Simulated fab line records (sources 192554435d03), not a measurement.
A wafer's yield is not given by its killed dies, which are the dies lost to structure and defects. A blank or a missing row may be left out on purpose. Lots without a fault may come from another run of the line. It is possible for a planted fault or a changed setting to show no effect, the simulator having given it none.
fab line records | flow n5Finfet
record: lots: 5 wafers: 12 lastDay: 19
route steps=1938 shown GATE_CUT@481 MOL_CONTACT_COAG@517 BEOL_M4@1111 PASSIVATION@1936
lots with no fault: from the same line, run without faults
startH: the number of hours between the record's first day and the start of the first shown wafer of the lot | waitH: hours from the lot's prior step to this one | " repeats the value in the row above | L1.1+2: several wafers, shown together as one row | - no value, or no start given | * or withheld: withheld | < > ~ a bound
route shown NAME@n: a module of which the file shows steps, and the number in the route of the first | usual: the fault-free wafers' mean and standard deviation | same: alike in all rows | chamber/n: place in a boat | sites: readings site by site | _std_site: standard deviation of those values | _edge_site: the outer-site mean with the inner-site mean subtracted | radiusMm: how far each site lies from the wafer's centre | mask NAME#n: copy n | behind: the tool/chamber that last shaped the wafer | hold: why the lot was held/for how many hours/how that ended | device: which transistor (n, p or np) failed to switch | end of line: the tests these same wafers got at the end of their route | a step given without rows: its recipe and nothing more | killed: not the wafer's yield, but the dies lost to structure and defects at the first sort | map: a wafer's dies, x killed, . not, _ none there
set.NAME: the setting the step ran with; set.NAME@STEP: the setting that earlier step ran with | model.NAME: the simulator's own value behind a step, which no gauge read
lots at some steps of the route; a table a step, a row a wafer
services: a tool's chamber out of use, with start hour (startH, from the record's first day; less than 0 if before it), hours out, and reason
== steps ==
step: N5_GATE_CUT_COAT_07
recipe: resist: CAR-EUV spinRpm: 1500 resistThkNm: 30
step: N5_GATE_CUT_EBR_09
recipe: solvent: PGMEA ebrWidthMm: 1.5
step: N5_GATE_CUT_SOFTBAKE_08
recipe: tempC: 110 timeS: 60 resist: CAR-EUV
step: N5_GATE_CUT_EXPOSE_10
recipe: maskId: GATE_CUT na: 0.33 sourceShape: annular sigmaInner: 0.35 sigmaOuter: 0.8 polarization: unpolarized targetCdNm: 20 doseMj: 43.25
step: N5_GATE_CUT_PEB_11
recipe: pebTempC: 100 pebTimeS: 60 resist: CAR-EUV
step: N5_GATE_CUT_DEVELOP_12
recipe: developTimeS: 30 developer: TMAH resist: CAR-EUV rinseLiquid: surfactantRinse dry: airSpin devTempC: 23
step: N5_GATE_CUT_DESCUM_18
recipe: chemistry: O2 timeS: 7 sourcePowerW: 50 biasPowerW: 20 pressureMtorr: 20 rfFrequencyHz: 2.712e+07 tempC: 40 resist: CAR-EUV o2FlowSccm: 225
step: N5_GATE_CUT_ETCH_28
recipe: chemistry: N2/H2 target: underlayer targetDepthA: 130 maskMaterial: CAR-EUV timeS: 10.4 ionEnergyEv: 200 pressureMtorr: 30 sourceW: 840 biasW: 150 n2FlowSccm: 200 h2FlowSccm: 200 ends: cleared
step: N5_GATE_CUT_ETCH_36
recipe: chemistry: CF4 target: SiARC targetDepthA: 130 maskMaterial: CAR-EUV timeS: 21.7 ionEnergyEv: 80 pressureMtorr: 40 sourceW: 545 biasW: 36 Ar_flow_sccm: 100 cf4FlowSccm: 100 ends: cleared
step: N5_GATE_CUT_ETCH_37
recipe: chemistry: N2/H2 target: SOC targetDepthA: 600 overetchA: 120 maskMaterial: SiARC tempC: 40 timeS: 90 ionEnergyEv: 200 pressureMtorr: 30 sourceW: 840 biasW: 150 n2FlowSccm: 200 h2FlowSccm: 200
usual: drypumpMotorCurrentA: 5.53/0.28 oesProductAu: 0.69/0.057 rfFwdPowerW: 835/3.2 rfVppV: 523.4/2.5 showerheadPlenumPTorr: 2.53/0.091 throttleValvePct: 17.81/0.25
columns lot.wafer tool chamber startH waitH drypumpMotorCurrentA oesProductAu rfFwdPowerW rfHoursCounterH rfVppV showerheadPlenumPTorr throttleValvePct model.etch.depthNm model.SiARC_of_GATE_CUT_COAT_35.thkNm model.GATE_CUT.cdNm
L217.3 rieDiel-01 3 133.86 0.0 5.66 0.69 834 116 520.4 2.46 17.66 59.51 6 19.8
L217.4 " 2 " " 5.70 0.65 840 198 523.4 2.53 18.02 59.83 6 19.8
L217.5 " 2 " " 5.69 0.65 836 - 523.4 2.53 18.02 59.89 6 19.6
L223.3 rieDiel-01 0 167.52 0.0 5.08 0.64 832 69 523.3 2.57 17.88 44.93 7.4 19.6
L223.4 " 1 " " 5.60 0.65 839 206 526.5 2.63 17.92 60.18 6 20.2
L224.3 rieDiel-01 1 174.91 0.0 5.60 0.56 830 208 525.3 2.63 17.93 45.78 7.4 19.2
L224.4 " 0 " " 5.08 0.73 841 71 525.4 2.57 17.89 60.21 5.8 20
L226.2 rieDiel-01 1 186.28 0.0 5.58 0.64 837 212 525.5 2.63 17.94 60.09 6 20
L226.3 " 3 " " 5.67 0.59 839 129 521.5 2.46 17.66 45.59 7.4 19.4
L232.1 rieDiel-03 3 220.64 0.0 5.70 0.62 835 235 523.4 2.51 18.18 59.98 6 19.8
L232.3 " 1 " " 5.25 0.69 838 144 518.3 2.33 17.51 60.06 6 20
L232.5 " 1 " " 5.25 0.69 835 - 517.1 2.33 17.50 60.25 6 20
step: N5_GATE_CUT_STRIP_38
recipe: chemistry: N2/H2 tempC: 40 n2FlowSccm: 200 h2FlowSccm: 200 rfFrequencyHz: 6e+07
step: N5_GATE_CUT_STRIP_39
recipe: chemistry: N2/H2 tempC: 40 n2FlowSccm: 200 h2FlowSccm: 200 rfFrequencyHz: 6e+07
step: N5_GATE_CUT_HM_OPEN_40
recipe: chemistry: C4F6/O2 target: SiO2 maskMaterial: SiARC targetDepthA: 1390 timeS: 85.1 ionEnergyEv: 250 pressureMtorr: 30 sourceW: 345 biasW: 185 Ar_flow_sccm: 300 C4F6_flow_sccm: 10 O2_flow_sccm: 10 ends: cleared
step: N5_GATE_CUT_STRIP_41
recipe: chemistry: CF4 resist: SiARC powerW: 300 biasPowerW: 75 pressureMtorr: 50 cf4FlowSccm: 150 rfFrequencyHz: 6e+07
step: N5_GATE_CUT_STRIP_42
recipe: chemistry: O2 powerW: 400 tempC: 40 pressureMtorr: 30 rfFrequencyHz: 6e+07 biasPowerW: 0 overashFraction: 0.3 o2FlowSccm: 225
step: N5_GATE_CUT_ETCH_19
recipe: chemistry: CH3F/O2 target: SiNx maskMaterial: SiO2 targetDepthA: 537 timeS: 76.7 pressureMtorr: 30 sourceW: 395 biasW: 73 Ar_flow_sccm: 150 CH3F_flow_sccm: 30 O2_flow_sccm: 20 ionEnergyEv: 120 ends: cleared
usual: drypumpMotorCurrentA: 5.52/0.28 etchRfOnTimeS: 76.7/1.1 oes_ar_750_au: 0.77/0.066 oesProductAu: 0.66/0.059 rfFwdPowerW: 391.3/1.4 rfVppV: 298/3.2 showerheadPlenumPTorr: 1.99/0.066 throttleValvePct: 16.32/0.25
columns lot.wafer tool chamber startH waitH drypumpMotorCurrentA etchRfOnTimeS oes_ar_750_au oesProductAu rfFwdPowerW rfHoursCounterH rfVppV showerheadPlenumPTorr throttleValvePct
L217.3 rieDiel-01 3 134.06 0.0 5.66 75.9 0.78 0.67 389.8 116 296 1.94 16.07
L217.4 " 2 " " 5.70 77.7 0.71 0.62 392.0 198 301 1.99 16.52
L217.5 " 2 " " 5.69 77.8 0.72 0.61 392.3 - 300 1.99 16.52
L223.3 rieDiel-01 0 167.72 0.0 5.08 191.7 0.83 0.31 - 69 300 2.03 16.43
L223.4 " 1 " " 5.57 76.4 0.73 0.62 391.3 206 297 2.06 16.40
L224.3 rieDiel-01 1 175.11 0.0 5.58 191.7 0.73 0.27 - 208 299 2.06 16.36
L224.4 " 0 " " 5.06 74.7 0.83 0.72 391.0 71 300 2.03 16.49
L226.2 rieDiel-01 1 186.48 0.0 5.57 77.0 0.72 0.61 392.6 212 296 2.06 16.41
L226.3 " 3 " " 5.67 191.8 0.77 0.29 - 129 295 1.94 16.05
L232.1 rieDiel-03 3 220.84 0.0 5.71 77.6 0.70 0.59 391.0 236 298 1.97 16.63
L232.3 " 1 " " 5.23 76.9 0.77 0.65 392.9 145 294 1.85 16.16
L232.5 " 1 " " 5.22 77.1 0.77 0.66 392.6 - 295 1.85 16.15
step: N5_GATE_CUT_CUT_ETCH_53
recipe: chemistry: SF6/Cl2 target: W maskMaterial: SiO2 targetDepthA: 792 pressureMtorr: 8 icpW: 900 biasW: 80 SF6_flow_sccm: 40 Cl2_flow_sccm: 60 ends: cleared
usual: drypumpMotorCurrentA: 5.5/0.4 etchRfOnTimeS: 26.3/0.36 oesProductAu: 0.70/0.089 rfFwdPowerW: 878.8/3 throttleValvePct: 29.04/0.3
columns lot.wafer tool chamber startH waitH drypumpMotorCurrentA etchRfOnTimeS oesProductAu rfFwdPowerW rfHoursCounterH throttleValvePct
L217.3 rieMetal-03 0 134.19 0.1 6.3 25.8 0.76 879.5 - 28.90
L217.4 " 1 " " 5.3 26.3 0.84 878.5 - 28.77
L217.5 " 0 " " 6.3 26.1 0.75 879.5 - 28.90
L223.3 rieMetal-02 1 167.85 0.1 5.1 34.3 0.29 885.9 - 27.97
L223.4 " 0 " " 5.4 26.2 0.64 880.2 - 28.79
L224.3 rieMetal-01 1 175.24 0.1 5.5 34.3 0.24 876.8 - 28.10
L224.4 " 0 " " 6.0 26.4 0.63 880.2 - 28.81
L226.2 rieMetal-02 1 186.59 0.1 5.1 26.5 0.69 883.9 43 29.40
L226.3 " 0 " " 5.4 34.3 0.26 880.1 - 27.41
L232.1 rieMetal-01 0 220.95 0.1 6.0 26.2 0.62 882.2 87 28.82
L232.3 " 0 " " 6.0 26.2 0.62 881.1 - 28.82
L232.5 " 1 " " 5.5 27.0 0.57 878.4 - 29.52
step: N5_GATE_CUT_CUT_ETCH_54
recipe: chemistry: Cl2/BCl3 target: TiN maskMaterial: SiO2 targetDepthA: 967 pressureMtorr: 10 icpW: 1000 biasW: 126 Cl2_flow_sccm: 53.25 bcl3FlowSccm: 21.75 Ar_flow_sccm: 25 ends: cleared
usual: drypumpMotorCurrentA: 5.5/0.4 etchRfOnTimeS: 36.7/0.55 oes_ar_750_au: 0.77/0.096 oesProductAu: 0.70/0.089 rfFwdPowerW: 981/4.1 throttleValvePct: 22.38/0.26
columns lot.wafer tool chamber startH waitH drypumpMotorCurrentA etchRfOnTimeS oes_ar_750_au oesProductAu rfFwdPowerW rfHoursCounterH throttleValvePct
L217.3 rieMetal-03 0 134.25 0.0 6.3 36.1 0.82 0.76 982 - 22.23
L217.4 " 1 " " 5.3 37.1 0.93 0.83 983 - 22.17
L217.5 " 0 " " 6.3 35.9 0.82 0.76 983 - 22.23
L223.3 rieMetal-02 1 167.91 0.0 5.1 47.9 0.76 0.29 984 - 23.23
L223.4 " 0 " " 5.3 36.2 0.71 0.63 971 - 22.17
L224.3 rieMetal-01 1 175.30 0.0 5.5 47.9 0.63 0.24 981 - 23.32
L224.4 " 0 " " 6.0 36.5 0.70 0.63 976 - 22.24
L226.2 rieMetal-02 1 186.65 0.0 5.1 37.1 0.75 0.69 980 43 22.67
L226.3 " 0 " " 5.3 47.9 0.71 0.26 981 - 22.72
L232.1 rieMetal-01 0 221.01 0.0 6.0 36.6 0.69 0.63 978 87 22.25
L232.3 " 0 " " 6.0 36.8 0.70 0.62 976 - 22.26
L232.5 " 1 " " 5.5 37.7 0.62 0.57 979 - 22.82
step: N5_GATE_CUT_CUT_ETCH_55
recipe: chemistry: BCl3 target: HfO2 maskMaterial: SiO2 targetDepthA: 32 ionEnergyEv: 30 pressureMtorr: 5 icpW: 450 biasW: 18 bcl3FlowSccm: 80
usual: drypumpMotorCurrentA: 5.5/0.4 oesProductAu: 0.77/0.099 rfFwdPowerW: 441.3/2 throttleValvePct: 33.2/0.38
columns lot.wafer tool chamber startH waitH drypumpMotorCurrentA oesProductAu rfFwdPowerW rfHoursCounterH throttleValvePct
L217.3 rieMetal-03 0 134.30 0.0 6.3 0.84 440.9 - 33.0
L217.4 " 1 " " 5.3 0.93 443.8 - 32.7
L217.5 " 0 " " 6.3 0.84 443.8 - 33.0
L223.3 rieMetal-02 1 167.96 0.0 5.1 0.29 441.6 - 33.6
L223.4 " 0 " " 5.4 0.70 441.5 - 33.0
L224.3 rieMetal-01 1 175.35 0.0 5.5 0.24 438.7 - 33.7
L224.4 " 0 " " 6.0 0.70 439.5 - 32.8
L226.2 rieMetal-02 1 186.71 0.0 5.1 0.77 443.2 43 33.6
L226.3 " 0 " " 5.4 0.27 439.1 - 33.0
L232.1 rieMetal-01 0 221.07 0.0 6.0 0.69 440.0 87 32.8
L232.3 " 0 " " 6.0 0.69 439.0 - 32.8
L232.5 " 1 " " 5.5 0.63 440.0 - 33.7
step: N5_GATE_CUT_ETCH_47
recipe: chemistry: Cl2/BCl3 target: SiO2 targetDepthA: 100 pressureMtorr: 10 icpW: 1000 biasW: 126 Cl2_flow_sccm: 53.25 bcl3FlowSccm: 21.75 Ar_flow_sccm: 25
usual: drypumpMotorCurrentA: 5.5/0.4 oes_ar_750_au: 0.77/0.096 oesProductAu: 0.77/0.099 rfFwdPowerW: 981/4.5 throttleValvePct: 22.91/0.26
columns lot.wafer tool chamber startH waitH drypumpMotorCurrentA oes_ar_750_au oesProductAu rfFwdPowerW rfHoursCounterH throttleValvePct model.GATE_CUT.cdNm
L217.3 rieMetal-03 0 134.33 0.0 6.3 0.82 0.84 986 - 22.79 20
L217.4 " 1 " " 5.3 0.93 0.93 982 - 22.65 20
L217.5 " 0 " " 6.3 0.82 0.84 985 - 22.78 19.6
L223.3 rieMetal-02 1 167.99 0.0 5.1 0.75 0.77 983 - 23.20 19.6
L223.4 " 0 " " 5.4 0.70 0.70 979 - 22.70 20.4
L224.3 rieMetal-01 1 175.38 0.0 5.5 0.63 0.63 974 - 23.33 19.2
L224.4 " 0 " " 6.0 0.71 0.70 976 - 22.78 20
L226.2 rieMetal-02 1 186.74 0.0 5.1 0.75 0.77 986 43 23.21 19.4
L226.3 " 0 " " 5.4 0.70 0.69 978 - 22.70 19.2
L232.1 rieMetal-01 0 221.10 0.0 5.9 0.70 0.68 975 87 22.77 19.8
L232.3 " 0 " " 5.9 0.70 0.68 976 - 22.78 20.2
L232.5 " 1 " " 5.5 0.63 0.63 977 - 23.34 20
step: N5_GATE_CUT_VAPOR_ETCH_48
recipe: chemistry: BCl3/Cl2 target: TiN mode: isotropic
step: N5_GATE_CUT_VAPOR_ETCH_49
recipe: chemistry: BCl3/Cl2 target: TiAlC mode: isotropic
step: N5_GATE_CUT_VAPOR_ETCH_51
recipe: chemistry: BCl3/Cl2 target: HfO2 mode: isotropic
step: N5_GATE_CUT_STRIP_21
recipe: chemistry: N2/H2 timeS: 30 powerW: 1000 tempC: 250 pressureMtorr: withheld n2FlowSccm: 1750 h2FlowSccm: 3250
step: N5_GATE_CUT_STRIP_29
recipe: chemistry: postEtchResidueRemover timeS: 60 tempC: 25 removerPh: withheld removerWaterWtPct: withheld removerFluorideWtPct: withheld
step: N5_GATE_CUT_SRD_52
recipe: dry: ipaMarangoni timeS: 30 tempC: 23 rinseLiquid: diw
step: N5_GATE_CUT_ALD_22
recipe: material: SiNx targetThkA: 160 tempC: 400 aldPrecursorFamily: SiH2I2 aldCoReactant: N2/H2-plasma pulseTimeS: 1 aldCycles: 320 purgeTimeS: 2 coReactantPurgeTimeS: 2 pressureTorr: 2
step: N5_GATE_CUT_CMP_23
recipe: stopOn: SiO2 tOverpolishS: 23.4 postCmpClean: alkalineBrush downForcePsi: 2.5 platenRpm: 51.8 padVelocityMS: 1.0307 targetThkNm: 16
step: N5_GATE_CUT_CMP_43
recipe: material: SiO2 postCmpClean: rinseOnly
step: N5_GATE_CUT_CMP_61
recipe: stopOn: SiNx tOverpolishS: 3 postCmpClean: alkalineBrush downForcePsi: 4 platenRpm: 27.09 padVelocityMS: 0.539
step: N5_MOL_CONTACT_COAG_COAT_103
recipe: resist: SOC tempC: 250 timeS: 60 spinRpm: 1500 resistThkNm: 80
step: N5_MOL_CONTACT_COAG_COAT_104
recipe: resist: SiARC tempC: 220 timeS: 60 spinRpm: 1500 resistThkNm: 12
step: N5_MOL_CONTACT_COAG_COAT_58
recipe: resist: underlayer tempC: 205 timeS: 60 spinRpm: 1500 resistThkNm: 10
step: N5_MOL_CONTACT_COAG_COAT_02
recipe: resist: CAR-EUV spinRpm: 1500 resistThkNm: 30
step: N5_MOL_CONTACT_COAG_EBR_04
recipe: solvent: PGMEA ebrWidthMm: 1.5
step: N5_MOL_CONTACT_COAG_SOFTBAKE_03
recipe: tempC: 110 timeS: 60 resist: CAR-EUV
step: N5_BEOL_M4_RC_MEAS_101
usual: DIBL_N: 35.9/1.3 DIBL_P: 35.9/1.5 IOFF_N: 0.152/0.023 IOFF_P: 0.204/0.027 ION_N: 673/9.2 ION_P: 462/6.7 SS_N: 71.4/0.48 SS_P: 73.2/0.55 VT_N: 250.3/2.6 VT_P: -250.6/3
columns lot.wafer tool chamber startH waitH DIBL_N[mV/V] DIBL_P[mV/V] IOFF_N[nA/um] IOFF_P[nA/um] ION_N[uA/um] ION_P[uA/um] SS_N[mV/dec] SS_P[mV/dec] VT_N[mV] VT_P[mV]
L217.3 prober-01 0 238.70 0.3 36.8 36.9 0.177 0.224 676 468 72.1 73.9 248.5 -247.6
L217.4 " 0 " " 35.1 33.2 0.135 0.168 677 460 71.1 72.8 251.2 -252.3
L217.5 " 0 " " 35.4 35.3 0.148 0.201 682 468 71.0 73.1 249.0 -251.6
L223.4 prober-01 0 272.40 0.5 34.4 36.4 0.150 0.228 680 473 71.3 73.2 251.1 -246.5
L224.4 prober-02 0 278.56 0.5 37.0 34.8 0.124 0.166 653 452 71.4 73.6 254.0 -252.9
L226.2 prober-01 0 302.63 0.2 37.3 37.8 0.156 0.186 678 459 70.8 72.8 248.4 -252.4
L232.1 prober-02 0 334.64 0.0 37.9 37.5 0.177 0.282 669 468 72.8 72.9 250.0 -243.7
L232.3 " 0 " " 34.3 32.7 0.112 0.196 658 464 71.4 71.8 255.1 -245.7
L232.5 " 0 " " 36.2 35.5 0.143 0.233 660 462 71.5 72.5 252.8 -244.6
step: N5_PASSIVATION_PROBE_49
usual: defectLimitedYield: 91.0/1.5 killed_at_M0_to_M3: 37/12 killed_at_M4_up: 13/5 killedAtContacts: 13/6.1 killedAtFrontEnd: 39/11 killedAtOther: 4/3.2 killedDies: 106/17 killedOnRim: 13/4.2 killedOpen: 69/12 killedShort: 35/7.9 sort_bin_5_function: 5.3/1 sort_bin_6_memory: 3.3/0.68 sortNPass: 1074/17 sortYieldPct: 91.0/1.5
same: grossDies: 1180 killedAtBackSide: 0 sort_bin_4_leakage[%]: 0 sort_bin_8_speed[%]: 0
columns lot.wafer tool chamber startH waitH defectLimitedYield[%] killed_at_M0_to_M3 killed_at_M4_up killedAtContacts killedAtFrontEnd killedAtOther killedDies killedOnRim killedOpen killedShort sort_bin_5_function[%] sort_bin_6_memory[%] sortNPass sortYieldPct[%]
L223.3 prober-02 - 384.17 0.1 0 31 15 13 1118 3 1180 152 63 21 97.9 1.9 0 0
L224.3 prober-01 - 390.47 0.1 0 43 9 8 1109 11 1180 152 70 38 96.6 3.3 0 0
L226.3 prober-02 - 409.56 0.1 0 22 9 7 1140 2 1180 152 59 27 97.5 2.4 0 0
killed by level:class
L223.3 GATE_CUT:areaEtch=1096 MOL_CONTACT_COAG:geometricParticle:open=11 BEOL_M0_SAQP:geometricParticle:open=7 BEOL_M0:geometricParticle:open=6 BEOL_M3:geometricParticle:open=6 FIN_SAQP:geometricParticle:open=5 BEOL_M0_SAQP:geometricParticle:short=4 BEOL_M2:geometricParticle:open=4
L224.3 GATE_CUT:areaEtch=1068 FIN_SAQP:geometricParticle:open=12 FIN_SAQP:geometricParticle:short=11 BEOL_M0:geometricParticle:open=10 BEOL_M1:geometricParticle:open=8 MOL_CONTACT_COAG:geometricParticle:open=6 BEOL_M0_SAQP:geometricParticle:short=6 BEOL_M0_SAQP:geometricParticle:open=5
L226.3 GATE_CUT:areaEtch=1092 STI_FIN_REVEAL:geometricParticle:open=10 FIN_SAQP:geometricParticle:open=8 DUMMY_GATE:geometricParticle:open=7 BEOL_M2:geometricParticle:open=7 ILD0:geometricParticle:short=5 MOL_CONTACT_COAG:geometricParticle:open=5 BEOL_M2:geometricParticle:short=4
map L223.3 (x killed, . not)
_________________xxxxxxxxxxxx________________
______________xxxxxxxxxxxxxxxxxx_____________
___________xxxxxxxxxxxxxxxxxxxxxxxx__________
__________xxxxxxxxxxxxxxxxxxxxxxxxxx_________
________xxxxxxxxxxxxxxxxxxxxxxxxxxxxxx_______
_______xxxxxxxxxxxxxxxxxxxxxxxxxxxxxxxx______
______xxxxxxxxxxxxxxxxxxxxxxxxxxxxxxxxxx_____
_____xxxxxxxxxxxxxxxxxxxxxxxxxxxxxxxxxxxx____
____xxxxxxxxxxxxxxxxxxxxxxxxxxxxxxxxxxxxxx___
___xxxxxxxxxxxxxxxxxxxxxxxxxxxxxxxxxxxxxxxx__
___xxxxxxxxxxxxxxxxxxxxxxxxxxxxxxxxxxxxxxxx__
__xxxxxxxxxxxxxxxxxxxxxxxxxxxxxxxxxxxxxxxxxx_
__xxxxxxxxxxxxxxxxxxxxxxxxxxxxxxxxxxxxxxxxxx_
_xxxxxxxxxxxxxxxxxxxxxxxxxxxxxxxxxxxxxxxxxxxx
_xxxxxxxxxxxxxxxxxxxxxxxxxxxxxxxxxxxxxxxxxxxx
_xxxxxxxxxxxxxxxxxxxxxxxxxxxxxxxxxxxxxxxxxxxx
_xxxxxxxxxxxxxxxxxxxxxxxxxxxxxxxxxxxxxxxxxxxx
_xxxxxxxxxxxxxxxxxxxxxxxxxxxxxxxxxxxxxxxxxxxx
_xxxxxxxxxxxxxxxxxxxxxxxxxxxxxxxxxxxxxxxxxxxx
_xxxxxxxxxxxxxxxxxxxxxxxxxxxxxxxxxxxxxxxxxxxx
_xxxxxxxxxxxxxxxxxxxxxxxxxxxxxxxxxxxxxxxxxxxx
__xxxxxxxxxxxxxxxxxxxxxxxxxxxxxxxxxxxxxxxxxx_
__xxxxxxxxxxxxxxxxxxxxxxxxxxxxxxxxxxxxxxxxxx_
___xxxxxxxxxxxxxxxxxxxxxxxxxxxxxxxxxxxxxxxx__
___xxxxxxxxxxxxxxxxxxxxxxxxxxxxxxxxxxxxxxxx__
____xxxxxxxxxxxxxxxxxxxxxxxxxxxxxxxxxxxxxx___
_____xxxxxxxxxxxxxxxxxxxxxxxxxxxxxxxxxxxx____
______xxxxxxxxxxxxxxxxxxxxxxxxxxxxxxxxxx_____
_______xxxxxxxxxxxxxxxxxxxxxxxxxxxxxxxx______
________xxxxxxxxxxxxxxxxxxxxxxxxxxxxxx_______
__________xxxxxxxxxxxxxxxxxxxxxxxxxx_________
___________xxxxxxxxxxxxxxxxxxxxxxxx__________
______________xxxxxxxxxxxxxxxxxx_____________
_________________xxxxxxxxxxxx________________
map L224.3 (x killed, . not)
_________________xxxxxxxxxxxx________________
______________xxxxxxxxxxxxxxxxxx_____________
___________xxxxxxxxxxxxxxxxxxxxxxxx__________
__________xxxxxxxxxxxxxxxxxxxxxxxxxx_________
________xxxxxxxxxxxxxxxxxxxxxxxxxxxxxx_______
_______xxxxxxxxxxxxxxxxxxxxxxxxxxxxxxxx______
______xxxxxxxxxxxxxxxxxxxxxxxxxxxxxxxxxx_____
_____xxxxxxxxxxxxxxxxxxxxxxxxxxxxxxxxxxxx____
____xxxxxxxxxxxxxxxxxxxxxxxxxxxxxxxxxxxxxx___
___xxxxxxxxxxxxxxxxxxxxxxxxxxxxxxxxxxxxxxxx__
___xxxxxxxxxxxxxxxxxxxxxxxxxxxxxxxxxxxxxxxx__
__xxxxxxxxxxxxxxxxxxxxxxxxxxxxxxxxxxxxxxxxxx_
__xxxxxxxxxxxxxxxxxxxxxxxxxxxxxxxxxxxxxxxxxx_
_xxxxxxxxxxxxxxxxxxxxxxxxxxxxxxxxxxxxxxxxxxxx
_xxxxxxxxxxxxxxxxxxxxxxxxxxxxxxxxxxxxxxxxxxxx
_xxxxxxxxxxxxxxxxxxxxxxxxxxxxxxxxxxxxxxxxxxxx
_xxxxxxxxxxxxxxxxxxxxxxxxxxxxxxxxxxxxxxxxxxxx
_xxxxxxxxxxxxxxxxxxxxxxxxxxxxxxxxxxxxxxxxxxxx
_xxxxxxxxxxxxxxxxxxxxxxxxxxxxxxxxxxxxxxxxxxxx
_xxxxxxxxxxxxxxxxxxxxxxxxxxxxxxxxxxxxxxxxxxxx
_xxxxxxxxxxxxxxxxxxxxxxxxxxxxxxxxxxxxxxxxxxxx
__xxxxxxxxxxxxxxxxxxxxxxxxxxxxxxxxxxxxxxxxxx_
__xxxxxxxxxxxxxxxxxxxxxxxxxxxxxxxxxxxxxxxxxx_
___xxxxxxxxxxxxxxxxxxxxxxxxxxxxxxxxxxxxxxxx__
___xxxxxxxxxxxxxxxxxxxxxxxxxxxxxxxxxxxxxxxx__
____xxxxxxxxxxxxxxxxxxxxxxxxxxxxxxxxxxxxxx___
_____xxxxxxxxxxxxxxxxxxxxxxxxxxxxxxxxxxxx____
______xxxxxxxxxxxxxxxxxxxxxxxxxxxxxxxxxx_____
_______xxxxxxxxxxxxxxxxxxxxxxxxxxxxxxxx______
________xxxxxxxxxxxxxxxxxxxxxxxxxxxxxx_______
__________xxxxxxxxxxxxxxxxxxxxxxxxxx_________
___________xxxxxxxxxxxxxxxxxxxxxxxx__________
______________xxxxxxxxxxxxxxxxxx_____________
_________________xxxxxxxxxxxx________________
== services ==
columns tool chamber startH hours kind
rieDiel-03 - 110.52 4.3 pm
rieDiel-03 0 122.22 3.0 repair
rieDiel-03 0 125.87 9.6 repair
rieDiel-01 0 135.30 1.6 repair
rieMetal-03 0 144.49 3.8 repair
rieDiel-03 2 152.31 9.3 repair
rieDiel-03 1 174.66 6.3 repair
rieMetal-03 - 195.67 0.3 repair
rieMetal-02 0 208.70 9.6 repair
rieDiel-01 0 210.39 10.2 repair
== key ==
firstSign: step: N5_GATE_CUT_ETCH_19 reading: etchRfOnTimeS direction: up sigmas: 99+ usual: * struck: *
effect: step: N5_GATE_CUT_ETCH_19 reading: oesProductAu direction: down sigmas: 6.3 usual: 0.66 struck: 0.29
effect: step: N5_GATE_CUT_CUT_ETCH_53 reading: etchRfOnTimeS direction: up sigmas: 22 usual: * struck: *
effect: step: N5_GATE_CUT_CUT_ETCH_54 reading: etchRfOnTimeS direction: up sigmas: 20 usual: * struck: *
effect: step: N5_GATE_CUT_CUT_ETCH_55 reading: oesProductAu direction: down sigmas: 5.1 usual: 0.77 struck: 0.26
effect: step: N5_PASSIVATION_PROBE_49 reading: killedAtFrontEnd direction: up sigmas: 99+ usual: 39 struck: 1122
modelEffect: step: N5_GATE_CUT_ETCH_37 value: etch.depthNm without: 60.06 struck: 45.43
modelEffect: step: N5_GATE_CUT_ETCH_47 value: GATE_CUT.cdNm without: 20 struck: 19.33
moreKillsBornAt: N5_GATE_CUT_ETCH_37@rieDiel-01: 3256
metAt N5_GATE_CUT_ETCH_37
struckWafers L223.3,L224.3,L226.3
laterRowsLeftOut L223.3,L224.3,L226.3
onsetBetween 133.86 167.52
fault: kind: processParameterDrift tool: rieDiel-01 chamber: - onsetH: 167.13 steps: N5_GATE_CUT_ETCH_37 channel: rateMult offset: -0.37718 shape: step endH: 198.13 scope: struckWafersOnly
laterRowsLeftOut: the simulator's readings of these wafers behind a module that went badly wrong aren't trusted and aren't shown, but for the sort
